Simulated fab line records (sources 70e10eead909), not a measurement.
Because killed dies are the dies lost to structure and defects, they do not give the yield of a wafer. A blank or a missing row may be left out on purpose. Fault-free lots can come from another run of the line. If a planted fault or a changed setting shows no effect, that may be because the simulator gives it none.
Problem report in the 8D (eight disciplines) form, filled by code	flow nandHarc	the parts of the form that need people (team, actions taken, sign-off) are left out

## 1. THE ISSUE
At NHARC_A_SGD_CUT_SOFTBAKE_04, heaterPowerTotalW averages 190.21 W over 6 wafers from 2 lots, while fault-free wafers read 188.47 W, standard deviation 0.15. Measured from the usual mean, that is +12 standard deviations.
The step: time 55 s.
First seen on wafer L536.2, day 25 15:00, on lithoTrack-01. The record holds 39 wafers of 13 lots with a number at this step. The rule behind "out" and "out of limits": a value lying over 4 standard deviations away from the usual mean. The other wafers with a number count as sound.

## 2. WHAT THIS IS AND IS NOT
question	is	is not
which readings at this step	heaterPowerTotalW, plateTempC	-
which lots	L536, L538	L522, L523, L524, L525, L528, L529, L530, L541, L542, L543, L545
which wafers of those lots	all that have a number	-
read on which tools	lithoTrack-01	lithoTrack-04, lithoTrack-06
when	from day 25 15:00	up to then (21 sound wafers); but 12 sound wafers of L541, L542, L543, L545 came after

## 3. THE SUSPECTS, EACH WITH WHAT RULES IT OUT
Counting: any tool at a process step up to the reading is kept as a suspect provided that every lot that is out went through it and no sound lot did after the first of them.
- lithoTrack-01 at NHARC_A_SGD_CUT_SOFTBAKE_04 (time 55 s): kept. Every lot that is out went through it, starting with L536 (day 25 15:00), and after that it ran no sound lot; the last sound lot it ran before then is L529 (day 23 12:00). Out on those wafers are its own readings of heaterPowerTotalW, plateTempC.
Remaining after the count: lithoTrack-01 at NHARC_A_SGD_CUT_SOFTBAKE_04.

## 4. THE CAUSE (what the simulator had put in)
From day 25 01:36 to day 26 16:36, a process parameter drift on lithoTrack-01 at NHARC_A_SGD_CUT_SOFTBAKE_04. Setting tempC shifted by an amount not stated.
After counting, this tool was the only one left.

## 5. SEQUENCE OF EFFECTS, ordered by route
Each row: a reading whose mean over the struck wafers that have a number lies more than 3 standard deviations from the usual. Only readings whose record carries a usual standard deviation are examined. hours: median over the lots of the time between each lot's start at the first step of this table that gives one and its start at this step. sigmas: the change, counted in usual standard deviations.
hours	step	reading	usual	on struck wafers	change	sigmas
0	NHARC_A_SGD_CUT_SOFTBAKE_04	heaterPowerTotalW	188.47 W	190.21	+1.74	+12
0	NHARC_A_SGD_CUT_SOFTBAKE_04	plateTempC	104.99 C	105.72	+0.73	+6.7
Here are the process steps it includes:
- NHARC_A_SGD_CUT_SOFTBAKE_04: time 55 s.

## 6. WHAT WOULD HAVE CAUGHT IT SOONER
In this record the first reading out of limits was taken at day 25 15:00, 13 hours after the fault began at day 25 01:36.
